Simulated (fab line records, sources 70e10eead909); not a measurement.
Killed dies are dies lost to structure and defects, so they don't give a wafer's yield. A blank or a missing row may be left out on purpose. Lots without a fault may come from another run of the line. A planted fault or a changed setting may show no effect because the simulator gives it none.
fab line records | flow nand_harc
record lots=6 wafers=18 last_day=24
route steps=1159 shown A_CONTACT@881
lots that met no fault: from a run of the same line without faults
start_h: hours from the record's first day to the start of the lot's first wafer shown | wait_h: hours since the lot's step before | " the same as in the row above | L1.1+2: a row that stands for several wafers | - no value, or no start given | * or withheld: withheld | < > ~ a bound
route shown NAME@n: a module of which the file shows steps, and the number in the route of the first | usual: mean/standard deviation of fault-free wafers | same: alike in all rows | chamber/n: place in a boat | sites: the reading at each site | _std_site: their standard deviation | _edge_site: outer sites' mean less inner sites' | radius_mm: how far each site lies from the wafer's centre | mask NAME#n: copy n | behind: the tool/chamber that last shaped the wafer | hold: why the lot was held/for how many hours/how that ended | device: the transistor (n, p or np) that didn't switch | end of line: the same wafers' tests at the end of the route | a step without rows: its recipe alone | killed: dies lost to structure and defects at the first sort, not the wafer's yield | map: a wafer's dies, x killed, . not, _ none there
set.NAME: the setting as run; set.NAME@STEP: as run at that earlier step | model.NAME: the simulator's own value behind a step, which no gauge read
lots at some steps of the route; a table a step, a row a wafer
services: from which hour (start_h, from the record's first day; less than 0 if before it) a tool's chamber was out of use, for how many hours, and why
## steps
# step NHARC_A_CONTACT_ETCH_102
# recipe target_depth_a=700 overetch_a=70 time_s=38.5 ion_energy_ev=100 cf4_flow_sccm=80 o2_flow_sccm=20 ar_flow_sccm=0 rf_w=300 bias_w=100 chemistry=CF4/O2
# usual bias_w=100.0/0.31 drypump_motor_current_A=5.5/0.32 oes_product_au=1.003/0.01 rf_vpp_V=197.9/1.4 showerhead_plenum_p_Torr=1.34/0.058 throttle_valve_pct=13.399/0.0099
# columns lot.wafer tool chamber start_h wait_h bias_w drypump_motor_current_A oes_product_au rf_hours_counter_h rf_vpp_V showerhead_plenum_p_Torr throttle_valve_pct
L901.2 rie_diel-01 1 437.12 0.1 99.9 5.6 1.016 40 198.6 1.42 13.406
L901.4 " 2 " " 100.2 5.7 1.002 - 197.9 1.36 13.393
L901.6 " 1 " " 100.0 5.6 1.007 - 199.8 1.42 13.403
L905.3 rie_diel-11 3 445.41 0.1 100.6 5.7 1.005 13 197.7 1.30 13.398
L905.6 " 2 " " 99.6 5.8 1.023 - 198.0 1.40 13.399
L905.5 " 3 " " 100.0 5.7 1.008 - 198.0 1.30 13.380
L903.1 rie_diel-01 3 452.48 0.1 100.2 5.0 1.008 36 198.4 1.37 13.404
L903.4 " 1 " " 100.2 5.6 1.007 47 199.5 1.42 13.395
L903.6 " 3 " " 99.7 5.0 1.002 - 199.2 1.37 13.404
L907.1 rie_diel-09 3 458.76 0.1 100.3 6.0 0.990 5 199.5 1.36 13.393
L907.3 " 2 " " 100.0 5.6 0.987 5 196.9 1.26 13.406
L907.6 " 0 " " 99.9 4.9 1.004 - 196.2 1.29 13.389
L908.2 rie_diel-09 3 474.42 0.2 100.3 6.0 0.994 12 199.4 1.36 13.408
L908.4 " 1 " " 100.1 5.6 1.000 14 197.0 1.32 13.427
L908.6 " 2 " " 100.2 5.6 0.989 - 196.4 1.26 13.400
L914.2 rie_diel-11 2 500.95 0.1 100.1 5.8 1.019 21 199.5 1.40 13.397
L914.3 " 0 " " 99.6 5.6 1.025 24 196.4 1.23 13.385
L914.5 " 2 " " 100.0 5.8 1.009 - 200.5 1.40 13.392
# step NHARC_A_CONTACT_STRIP_55
# recipe o2_flow_sccm=500 ar_flow_sccm=0 bias_w=0 chemistry=O2
# usual drypump_motor_current_A=5.5/0.32 oes_product_au=1.005/0.012 rf_vpp_V=57.8/0.84 showerhead_plenum_p_Torr=3.55/0.14 throttle_valve_pct=17.036/0.0086
# same bias_w=0
# columns lot.wafer tool chamber start_h wait_h drypump_motor_current_A oes_product_au rf_hours_counter_h rf_vpp_V showerhead_plenum_p_Torr throttle_valve_pct
L901.2 rie_diel-01 2 437.34 0.2 5.7 0.991 42 58.3 3.58 17.020
L901.4 " 2 " " 5.7 0.981 - 56.9 3.58 17.045
L901.6 " 1 " " 5.6 0.987 - 58.5 3.75 17.019
L905.3 rie_diel-11 3 - - 5.6 0.991 13 57.6 3.44 17.042
L905.5 " 1 " " 5.0 1.018 - 57.9 3.63 17.044
L905.6 " 2 " " 5.8 1.018 - 59.7 3.69 17.024
L903.1 rie_diel-01 2 - - 5.7 1.001 48 57.8 3.58 17.042
L903.4 " 0 " " 5.5 1.001 42 57.5 3.50 17.027
L903.6 " 2 " " 5.7 0.984 - 57.5 3.58 17.048
L907.1 rie_diel-09 0 - - 4.9 1.000 5 59.0 3.42 17.039
L907.3 " 3 " " 6.1 1.005 5 58.7 3.59 17.048
L907.6 " 0 " " 4.9 1.011 - 58.8 3.42 17.037
L908.2 rie_diel-09 1 - - 5.6 1.011 14 57.2 3.49 17.039
L908.4 " 0 " " 4.9 1.006 11 56.9 3.42 17.042
L908.6 " 1 " " 5.6 0.993 - 59.1 3.49 17.030
L914.2 rie_diel-11 2 - - 5.8 1.016 21 59.0 3.68 17.019
L914.3 " 1 " " 5.0 1.016 24 58.0 3.62 17.019
L914.5 " 2 " " 5.9 1.014 - 58.1 3.68 17.029
# step NHARC_A_CONTACT_STRIP_56
# recipe time_s=600 temp_c=30 chemistry=post_etch_residue_remover
# step NHARC_A_CONTACT_DEP_57
# recipe target_thk_a=28000 temp_c=400 material=aC
# usual throttle_valve_pct=35.002/0.0092
# columns lot.wafer tool chamber start_h wait_h throttle_valve_pct
L901.2 acl_dep-02 0 438.48 - 35.008
L901.4 " 0 " " 34.993
L901.6 " 0 " " 35.001
L905.3 acl_dep-02 0 448.53 - 35.009
L905.5 " 0 " " 35.006
L905.6 " 0 " " 35.009
L903.1 acl_dep-02 0 454.12 - 35.006
L903.4 " 0 " " 35.021
L903.6 " 0 " " 34.984
L907.1 acl_dep-02 0 459.56 - 34.997
L907.3 " 0 " " 35.001
L907.6 " 0 " " 35.005
L908.2 acl_dep-02 0 475.35 - 35.001
L908.4 " 0 " " 35.001
L908.6 " 0 " " 35.005
L914.2 acl_dep-02 0 501.88 - 34.996
L914.3 " 0 " " 35.017
L914.5 " 0 " " 35.004
# step NHARC_A_CONTACT_DEP_58
# recipe target_thk_a=600 target_thk_nm=60 temp_c=400 pressure_torr=3.5 flow_sccm=200 rf_w=350 material=SiON
# usual heater_power_w=713/73
# columns lot.wafer tool chamber start_h wait_h heater_power_w
L901.2 pecvd-04 1 439.96 1.2 831
L901.6 " 1 " " 840
L901.4 " 2 " " 702
L905.3 pecvd-04 2 449.74 0.9 681
L905.5 " 0 " " 789
L905.6 " 1 " " 853
L903.1 pecvd-01 2 455.89 1.5 631
L903.6 " 0 " " 695
L903.4 " 1 " " 745
L907.3 pecvd-01 2 461.36 0.9 621
L907.1 " 0 " " 721
L907.6 " 0 " " 746
L908.2 pecvd-01 1 476.84 1.2 676
L908.6 " 1 " " 658
L908.4 " 2 " " 728
L914.3 pecvd-02 0 503.34 0.9 652
L914.2 " 1 " " 664
L914.5 " 2 " " 797
# step NHARC_A_CONTACT_DEHYDRATE_59
# recipe temp_c=150 time_s=120
# step NHARC_A_CONTACT_HMDS_60
# recipe time_s=30
# step NHARC_A_CONTACT_COAT_61
# recipe temp_c=260 time_s=75
# step NHARC_A_CONTACT_COAT_62
# recipe temp_c=225 time_s=65
# step NHARC_A_CONTACT_COAT_63
# recipe spin_rpm=1500 resist_thk_nm=90
# step NHARC_A_CONTACT_SOFTBAKE_64
# recipe temp_c=105 time_s=55
# step NHARC_A_CONTACT_EBR_65
# step NHARC_A_CONTACT_EXPOSE_66
# recipe na=1.35 sigma_outer=0.8 dose_mj=59.02 mask_id=A_CC_2
# usual exposure_dose_mJ_cm2=58.99/0.057
# columns lot.wafer tool chamber start_h wait_h mask exposure_dose_mJ_cm2
L901.2 arfi_scanner-02 0 440.52 - A_CC_2#0 59.06
L901.4 " 0 " " A_CC_2#0 59.01
L901.6 " 0 " " A_CC_2#0 59.00
L905.3 arfi_scanner-02 0 450.27 - A_CC_2#0 58.99
L905.5 " 0 " " A_CC_2#0 59.07
L905.6 " 0 " " A_CC_2#0 59.06
L903.1 arfi_scanner-03 0 456.48 - A_CC_2#0 59.01
L903.4 " 0 " " A_CC_2#0 59.00
L903.6 " 0 " " A_CC_2#0 59.06
L907.1 arfi_scanner-01 0 461.91 - A_CC_2#0 58.92
L907.3 " 0 " " A_CC_2#0 58.95
L907.6 " 0 " " A_CC_2#0 59.05
L908.2 arfi_scanner-02 0 477.41 - A_CC_2#0 40.46
L908.4 " 0 " " A_CC_2#0 40.57
L908.6 " 0 " " A_CC_2#0 40.52
L914.2 arfi_scanner-02 0 503.92 - A_CC_2#0 44.15
L914.3 " 0 " " A_CC_2#0 44.22
L914.5 " 0 " " A_CC_2#0 44.27
# step NHARC_A_CONTACT_PEB_67
# recipe peb_temp_c=100 peb_time_s=65
# step NHARC_A_CONTACT_DEVELOP_68
# recipe develop_time_s=35 dev_temp_c=23
# step NHARC_A_CONTACT_CD_MEAS_69
# recipe target_cd_nm=200 landing_energy_ev=500
# usual cd_nm=200.0/0.64
# columns lot.wafer tool chamber start_h wait_h cd_nm
L901.2 cd_sem-01 0 440.66 - 200.0
L901.4 " 0 " " 200.0
L901.6 " 0 " " 199.4
L905.3 cd_sem-01 0 450.41 - 199.6
L905.5 " 0 " " 200.0
L905.6 " 0 " " 199.9
L903.1 cd_sem-03 0 456.61 - 200.7
L903.4 " 0 " " 200.9
L903.6 " 0 " " 200.4
L907.1 cd_sem-01 0 462.05 - 199.3
L907.3 " 0 " " 200.2
L907.6 " 0 " " 200.6
L908.2 cd_sem-01 0 477.55 - 184.0
L908.4 " 0 " " 184.4
L908.6 " 0 " " 184.0
L914.2 cd_sem-02 0 504.07 - 187.9
L914.3 " 0 " " 187.2
L914.5 " 0 " " 187.6
# step NHARC_A_CONTACT_OVL_MEAS_70
# usual overlay_x_nm=0.1/0.75 overlay_y_nm=0.1/0.72
# columns lot.wafer tool chamber start_h wait_h overlay_x_nm overlay_y_nm
L901.2 overlay-01 - 440.75 - -0.5 -1.5
L901.4 " - " " -0.9 -0.6
L901.6 " - " " -0.5 -1.3
L905.3 overlay-02 - 450.49 - -0.2 -1.0
L905.5 " - " " -0.8 0.9
L905.6 " - " " -0.4 -0.2
L903.1 overlay-02 - 456.70 - 0.3 1.4
L903.4 " - " " 0.1 2.0
L903.6 " - " " 0.1 1.3
L907.1 overlay-01 - 462.14 - -0.5 0.9
L907.3 " - " " 0.4 0.3
L907.6 " - " " 0.5 0.7
L908.2 overlay-02 - 477.64 - 0.7 0.3
L908.4 " - " " 0.6 0.3
L908.6 " - " " 0.7 -0.1
L914.2 overlay-01 - 504.16 - 0.8 -0.1
L914.3 " - " " 1.2 -0.2
L914.5 " - " " 0.9 0.1
## services
# columns tool chamber start_h hours kind
arfi_scanner-02 - 413.40 0.7 repair
pecvd-01 - 418.21 13.0 pm
arfi_scanner-01 - 418.45 9.3 repair
rie_diel-01 0 421.84 - clean
rie_diel-01 1 421.84 - clean
rie_diel-01 2 421.84 - clean
rie_diel-01 3 421.84 - clean
rie_diel-11 0 425.19 - clean
rie_diel-11 1 425.19 - clean
rie_diel-11 2 425.19 - clean
rie_diel-01 0 427.90 15.1 repair
arfi_scanner-02 - 428.00 4.0 pm
rie_diel-09 - 432.00 9.0 pm
rie_diel-01 3 436.30 5.6 repair
pecvd-02 2 446.75 8.0 repair
pecvd-01 - 457.06 0.3 repair
rie_diel-09 0 468.52 4.2 repair
rie_diel-01 2 468.70 7.5 repair
arfi_scanner-03 - 471.61 0.3 repair
arfi_scanner-03 - 484.02 4.0 pm
pecvd-01 - 491.13 12.2 repair
rie_diel-01 - 491.80 9.0 pm
rie_diel-11 0 495.03 1.5 repair
arfi_scanner-01 - 500.74 0.2 repair
## key
first_sign step=NHARC_A_CONTACT_EXPOSE_66 reading=exposure_dose_mJ_cm2 direction=down sigmas=99+ usual=58.99 struck=42.37
effect step=NHARC_A_CONTACT_CD_MEAS_69 reading=cd_nm direction=down sigmas=22 usual=200.0 struck=185.8 through=control_loop
met_at NHARC_A_CONTACT_EXPOSE_66
struck_wafers L908.2,L908.4,L908.6,L914.2,L914.3,L914.5
tester_left_out L908,L914
loop_trim step=NHARC_A_CONTACT_EXPOSE_66 setting=dose lots=L914
onset_between 450.27 477.41
fault kind=process_parameter_drift tool=arfi_scanner-02 chamber=- onset_h=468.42 steps=NHARC_A_CONTACT_EXPOSE_66 channel=dose_mj offset=-18.463 shape=step acts_in=these_recipes_only stated=59.02
# tester_left_out: of these lots the tester's yield and bins aren't shown, on N5 and GAA mostly nor the transistor test; their killed dies are dies lost to structure and defects alone, not to doping, threshold or leakage, so they don't give the yield
# loop_trim: a control loop set the setting to another value than it would have without faults
